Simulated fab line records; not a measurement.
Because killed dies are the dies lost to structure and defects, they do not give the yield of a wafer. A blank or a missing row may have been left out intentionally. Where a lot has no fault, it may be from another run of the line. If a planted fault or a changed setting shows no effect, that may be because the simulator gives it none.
fab line records    flow n5Finfet
record: lots: 10  wafers: 29  lastDay: 18
route steps=1938 shown BEOL_M12@1619
lots that met no fault: from a run of the same line without faults
startH: start of the lot's first displayed wafer, in hours after the record's first day    waitH: time in hours since the lot's previous step    " as in the row above    L1.1+2: several wafers, shown together as one row    - either no value or no given start    * or withheld: withheld    < > ~ a bound
route shown NAME@n: names a module that has steps shown in the file, with the first one's number in the route    usual: the fault-free wafers' mean and standard deviation    same: alike in all rows    chamber/n: place in a boat    sites: readings site by site    _std_site: the values' standard deviation    _edge_site: mean of outer sites minus mean of inner sites    radiusMm: how far each site lies from the wafer's centre    mask NAME#n: copy n    behind: the last tool/chamber to shape the wafer    hold: why the lot was held/for how many hours/how that ended    device: whichever transistor did not switch (one of n, p or np)    end of line: tests of these same wafers at the route's end    where a step has no rows: the recipe by itself    killed: at the first sort, the dies lost to defects and structure; wafer yield is something else    map: a wafer's dies, x killed, . not, _ none there
set.NAME: setting as actually run; set.NAME@STEP: the setting as run at that earlier step    model.NAME: the simulator's own value behind a step, which no gauge read
the route's steps for a sample of lots (tables are steps, rows are wafers)
services: when a tool's chamber went out of use (startH, in hours from the record's first day, below 0 if earlier), for how many hours, and the reason
== steps ==
step: N5_BEOL_M12_STRIP_64
recipe: chemistry: N2/H2  powerW: 1000  tempC: 250  h2Frac: 0.65  overashFraction: 0.3  pressureMtorr: withheld  n2FlowSccm: 1750  h2FlowSccm: 3250
usual: drypumpMotorCurrentA: 5.9/0.31  h2FlowSccm: 3250/9.3  heaterPowerW: 352/36  oesProductAu: 0.715/0.0043  stripTimeToEndpointS: 31.32/0.062  tempC: 249.99/0.16
lot.wafer  tool            chamber  startH  waitH  drypumpMotorCurrentA  h2FlowSccm  heaterPowerW  oesProductAu  rfHoursCounterH  stripTimeToEndpointS  tempC
L621.1     plasmaAsher-02  0        247.27  0.0    6.3                   3250        367           0.716         119              31.34                 249.89
L621.3     "               1        "       "      5.8                   3254        294           0.718         -                31.34                 250.02
L621.6     "               1        "       "      5.8                   3256        301           0.719         -                31.29                 249.75
L622.1     plasmaAsher-02  1        254.96  0.0    5.8                   3236        303           0.720         122              31.36                 249.87
L622.3     "               1        "       "      5.8                   3236        309           0.713         -                31.42                 249.88
L622.4     "               0        "       "      6.3                   3250        373           0.715         -                31.35                 250.22
L623.1     plasmaAsher-01  1        260.98  0.0    5.4                   3249        340           0.715         70               31.33                 249.93
L623.3     "               1        "       "      5.5                   3262        343           0.723         -                31.42                 250.00
L623.6     "               1        "       "      5.4                   3267        337           0.721         -                31.39                 249.97
L624.1     plasmaAsher-02  1        266.40  0.0    5.8                   3238        303           0.716         125              31.22                 249.99
L624.3     "               0        "       "      6.3                   3232        363           0.723         -                31.17                 249.80
L624.6     "               0        "       "      6.3                   3224        370           0.709         -                31.26                 249.71
L630.1     plasmaAsher-01  1        284.49  0.0    5.4                   3261        334           0.715         75               31.31                 250.19
L630.5     "               0        "       "      6.0                   3245        403           0.718         -                31.34                 249.84
L630.6     "               1        "       "      5.4                   3262        335           0.710         -                31.30                 249.80
L628.1     plasmaAsher-01  1        285.19  0.0    5.5                   3250        327           0.711         75               31.26                 249.70
L628.4     "               0        "       "      6.0                   3248        397           0.712         -                31.29                 249.99
L628.5     "               0        "       "      6.0                   3259        397           0.722         -                31.31                 250.05
L636.1     plasmaAsher-01  0        334.59  0.0    6.0                   3259        383           0.723         86               31.32                 249.86
L636.5     "               1        "       "      5.5                   3253        343           0.722         -                31.30                 249.96
L636.6     "               0        "       "      6.0                   3243        394           0.717         -                31.36                 250.04
L637.1     plasmaAsher-01  1        344.18  0.0    5.4                   3245        339           0.716         88               31.35                 250.22
L637.3     "               0        "       "      6.0                   3252        399           0.712         -                31.41                 249.82
L637.5     "               1        "       "      5.4                   3240        334           0.722         -                31.36                 250.44
L642.2     plasmaAsher-02  1        382.61  0.0    5.8                   3250        307           0.716         148              31.39                 250.03
L642.4     "               1        "       "      5.8                   3259        307           0.715         -                31.27                 249.81
L642.6     "               0        "       "      6.3                   3257        365           0.721         -                31.29                 250.07
L643.5     plasmaAsher-02  1        383.64  0.0    5.8                   3254        307           0.718         -                31.34                 249.93
L643.6     "               0        "       "      6.3                   3252        365           0.716         -                31.38                 249.97
step: N5_BEOL_M12_CD_MEAS_28
recipe: targetCdNm: 160.2  landingEnergyEv: 500  detector: seInlens  polarity: opening
usual: cdNm: 160.5/1.3
lot.wafer  tool      chamber  startH  waitH  cdNm
L621.1     cdSem-03  0        247.74  -      161.3
L621.3     "         0        "       "      161.6
L621.6     "         0        "       "      161.0
L622.1     cdSem-02  0        255.56  -      161.4
L622.3     "         0        "       "      162.4
L622.4     "         0        "       "      160.1
L623.1     cdSem-02  0        261.45  -      159.7
L623.3     "         0        "       "      159.3
L623.6     "         0        "       "      159.4
L624.1     cdSem-01  0        266.88  -      159.8
L624.3     "         0        "       "      162.0
L624.6     "         0        "       "      160.2
L630.1     cdSem-03  0        284.97  -      158.5
L630.5     "         0        "       "      159.1
L630.6     "         0        "       "      159.5
L628.1     cdSem-03  0        285.67  -      161.3
L628.4     "         0        "       "      160.1
L628.5     "         0        "       "      162.3
L636.1     cdSem-02  0        335.19  -      158.9
L636.5     "         0        "       "      159.4
L636.6     "         0        "       "      159.0
L637.1     cdSem-01  0        344.82  -      162.6
L637.3     "         0        "       "      160.6
L637.5     "         0        "       "      162.4
L642.2     cdSem-03  0        383.08  -      158.1
L642.4     "         0        "       "      159.1
L642.6     "         0        "       "      160.2
L643.5     cdSem-01  0        384.21  -      162.0
L643.6     "         0        "       "      162.8
step: N5_BEOL_M12_TRENCH_ETCH_34
recipe: chemistry: C4F8/O2/Ar  target: SiOC  targetDepthA: 3189.5  maskMaterial: SOC  pressureMtorr: 30  sourceW: 3000  biasW: 700  Ar_flow_sccm: 400  C4F8_flow_sccm: 15  O2_flow_sccm: 8  heInnerTorr: 15  heOuterTorr: 30  timeS: 125.5  ionEnergyEv: 250
usual: drypumpMotorCurrentA: 5.8/0.54  oesProductAu: 0.81/0.087  rfVppV: 667.3/2.8  showerheadPlenumPTorr: 3.49/0.1  throttleValvePct: 24.10/0.24
lot.wafer  tool        chamber  startH  waitH  drypumpMotorCurrentA  oesProductAu  rfHoursCounterH  rfVppV  showerheadPlenumPTorr  throttleValvePct
L621.1     rieDiel-01  0        249.91  0.0    6.3                   0.74          144              668.7   3.56                   24.09
L621.3     "           1        "       "      5.8                   0.96          9                671.4   3.66                   23.88
L621.6     "           1        "       "      5.8                   0.97          -                670.4   3.66                   23.89
L622.1     rieDiel-01  3        256.32  0.0    6.6                   0.90          20               667.5   3.47                   23.88
L622.3     "           1        "       "      5.8                   0.95          12               670.0   3.66                   23.89
L622.4     "           2        "       "      5.2                   0.80          88               669.8   3.59                   24.05
L623.1     rieDiel-06  0        261.95  0.0    5.7                   0.68          246              668.7   3.51                   24.28
L623.3     "           3        "       "      5.4                   0.91          24               672.3   3.61                   24.06
L623.6     "           3        "       "      5.4                   0.90          -                671.5   3.61                   24.07
L624.1     rieDiel-06  2        267.36  0.0    6.3                   0.97          14               665.0   3.36                   23.90
L624.3     "           1        "       "      6.6                   0.70          234              668.0   3.50                   24.20
L624.6     "           1        "       "      6.6                   0.70          -                666.1   3.50                   24.18
L630.1     rieDiel-03  2        285.50  0.0    5.0                   0.77          115              664.4   3.47                   24.66
L630.5     "           2        "       "      5.0                   0.78          -                665.8   3.47                   24.65
L630.6     "           3        "       "      6.0                   0.77          -                662.0   3.31                   24.37
L628.1     rieDiel-01  0        286.20  0.0    6.3                   0.72          160              668.6   3.55                   24.08
L628.4     "           3        "       "      6.6                   0.86          32               667.6   3.46                   23.89
L628.5     "           0        "       "      6.4                   0.72          -                669.1   3.55                   24.10
L636.1     rieDiel-01  2        335.64  0.0    5.2                   0.78          117              668.6   3.57                   24.06
L636.5     "           2        "       "      5.2                   0.78          -                669.3   3.57                   24.07
L636.6     "           3        "       "      6.6                   0.84          -                664.9   3.45                   23.88
L637.1     rieDiel-06  2        345.28  0.0    6.3                   0.91          42               664.4   3.35                   23.94
L637.3     "           1        "       "      6.6                   0.99          4                667.7   3.49                   23.94
L637.5     "           2        "       "      6.3                   0.90          -                662.9   3.35                   23.95
L642.2     rieDiel-03  1        383.53  0.0    5.4                   0.97          1                667.1   3.46                   23.79
L642.4     "           0        "       "      5.2                   0.80          104              666.0   3.41                   23.89
L642.6     "           2        "       "      5.0                   0.75          -                665.1   3.45                   24.68
L643.5     rieDiel-06  0        384.71  0.1    5.7                   0.91          -                666.5   3.49                   24.01
L643.6     "           3        "       "      5.4                   0.84          -                670.8   3.59                   24.12
step: N5_BEOL_M12_OCD_MEAS_35
usual: trenchDepthNm: 319/4.4
lot.wafer  tool    chamber  startH  waitH  trenchDepthNm
L621.1     ocd-01  -        250.07  0.0    316
L621.3     "       -        "       "      321
L621.6     "       -        "       "      326
L622.1     ocd-01  -        256.47  0.0    324
L622.3     "       -        "       "      316
L622.4     "       -        "       "      319
L623.1     ocd-02  -        262.10  0.0    325
L623.3     "       -        "       "      316
L623.6     "       -        "       "      315
L624.1     ocd-02  -        267.51  0.0    328
L624.3     "       -        "       "      318
L624.6     "       -        "       "      317
L630.1     ocd-02  -        285.66  0.0    322
L630.5     "       -        "       "      321
L630.6     "       -        "       "      326
L628.1     ocd-01  -        286.35  0.0    309
L628.4     "       -        "       "      319
L628.5     "       -        "       "      310
L636.1     ocd-02  -        335.79  0.0    306
L636.5     "       -        "       "      317
L636.6     "       -        "       "      321
L637.1     ocd-02  -        345.43  0.0    328
L637.3     "       -        "       "      324
L637.5     "       -        "       "      329
L642.2     ocd-01  -        383.69  0.0    310
L642.4     "       -        "       "      318
L642.6     "       -        "       "      321
L643.5     ocd-02  -        384.81  0.0    319
L643.6     "       -        "       "      317
step: N5_BEOL_M12_DEGAS_41
recipe: ambient: vacuum  tempC: 250  timeS: 60
usual: heaterPowerW: 328/40
lot.wafer  tool           chamber  startH  waitH  heaterPowerW
L621.1     pvdSputter-01  -        252.10  0.3    297
L621.3     "              -        "       "      366
L621.6     "              -        "       "      323
L622.1     pvdSputter-01  -        258.54  1.0    315
L622.3     "              -        "       "      317
L622.4     "              -        "       "      372
L623.1     pvdSputter-02  -        263.05  0.6    321
L623.3     "              -        "       "      426
L623.6     "              -        "       "      284
L624.1     pvdSputter-03  -        273.90  0.4    280
L624.3     "              -        "       "      352
L624.6     "              -        "       "      289
L630.1     pvdSputter-02  -        292.65  0.3    417
L630.5     "              -        "       "      436
L630.6     "              -        "       "      308
L628.1     pvdSputter-02  -        295.13  0.4    317
L628.4     "              -        "       "      304
L628.5     "              -        "       "      305
L636.1     pvdSputter-02  -        338.70  0.4    304
L636.5     "              -        "       "      291
L636.6     "              -        "       "      312
L637.1     pvdSputter-01  -        348.11  0.1    387
L637.3     "              -        "       "      318
L637.5     "              -        "       "      298
L642.2     pvdSputter-01  -        384.19  0.0    315
L642.4     "              -        "       "      318
L642.6     "              -        "       "      299
L643.5     pvdSputter-01  -        387.59  0.5    321
L643.6     "              -        "       "      297
step: N5_BEOL_M12_RS_MEAS_54
recipe: thkMeasGauge: four-point-probe  reads: Cu_of_BEOL_M12_ECD_47+Ta_of_BEOL_M12_SPUTTER_44+TaN_of_BEOL_M12_SPUTTER_43
usual: M12_RS: 0.0599/0.00094
lot.wafer  tool          chamber  startH  waitH  M12_RS[ohm/sq]
L621.1     filmMetro-01  -        253.32  0.0    0.0603
L621.3     "             -        "       "      0.0593
L621.6     "             -        "       "      0.0588
L622.1     filmMetro-02  -        259.76  0.0    0.0591
L622.3     "             -        "       "      0.0607
L622.4     "             -        "       "      0.0598
L623.1     filmMetro-02  -        264.30  0.1    0.0590
L623.3     "             -        "       "      0.0606
L623.6     "             -        "       "      0.0608
L624.1     filmMetro-02  -        276.00  0.1    0.0578
L624.3     "             -        "       "      0.0604
L624.6     "             -        "       "      0.0600
L630.1     filmMetro-01  -        293.90  0.1    0.0594
L630.5     "             -        "       "      0.0596
L630.6     "             -        "       "      0.0586
L628.1     filmMetro-02  -        296.35  0.0    0.0623
L628.4     "             -        "       "      0.0600
L628.5     "             -        "       "      0.0619
L636.1     filmMetro-01  -        339.94  0.1    0.0630
L636.5     "             -        "       "      0.0604
L636.6     "             -        "       "      0.0594
L637.1     filmMetro-02  -        349.33  0.0    0.0582
L637.3     "             -        "       "      0.0590
L637.5     "             -        "       "      0.0580
L642.2     filmMetro-01  -        385.41  0.0    0.0621
L642.4     "             -        "       "      0.0605
L642.6     "             -        "       "      0.0599
L643.5     filmMetro-02  -        388.79  0.0    0.0602
L643.6     "             -        "       "      0.0606
== services ==
tool            chamber  startH  hours  kind
rieDiel-06      -        233.19  15.6   pm
rieDiel-06      3        251.02  9.4    repair
plasmaAsher-01  -        253.06  1.2    repair
rieDiel-03      3        259.60  4.2    repair
rieDiel-06      0        263.94  4.2    repair
rieDiel-06      -        277.23  4.3    pm
rieDiel-06      0        284.94  -      clean
rieDiel-06      0        284.94  -      consumableReplace:focusRing
rieDiel-06      0        284.94  15.1   scheduledDown
rieDiel-06      0        284.94  15.1   ventCycle
rieDiel-01      0        287.50  1.8    repair
rieDiel-03      0        303.24  7.5    repair
rieDiel-06      2        309.91  2.8    repair
rieDiel-06      1        313.78  -      clean
rieDiel-06      1        313.78  -      consumableReplace:focusRing
rieDiel-06      1        313.78  20.5   scheduledDown
rieDiel-06      1        313.78  20.5   ventCycle
rieDiel-03      1        321.25  4.6    repair
pvdSputter-03   -        332.92  11.1   repair
pvdSputter-02   -        346.78  6.9    repair
plasmaAsher-02  -        362.13  2.8    pm
rieDiel-03      1        363.70  -      clean
rieDiel-01      -        373.96  1.1    repair
rieDiel-01      1        378.85  1.3    repair
== key ==
firstSign: step: N5_BEOL_M12_OCD_MEAS_35  reading: trenchDepthNm  direction: down  sigmas: 3.1  usual: 319  struck: 306
effect: step: N5_BEOL_M12_RS_MEAS_54  reading: M12_RS  direction: up  sigmas: 3.3  usual: 0.0599  struck: 0.0630
metAt N5_BEOL_M12_TRENCH_ETCH_34
struckLots L636
struckWafers L636.1
notActingAt N5_BEOL_M12_STRIP_64,N5_BEOL_M12_CD_MEAS_28,N5_BEOL_M12_DEGAS_41
onsetBetween 286.20 335.64
fault: kind: processParameterDrift  tool: rieDiel-01  chamber: -  onsetH: 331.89  steps: N5_BEOL_M12_TRENCH_ETCH_34  channel: timeS  offset: *  shape: step  endH: 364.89  scope: struckWafersOnly  actsIn: *  stated: *
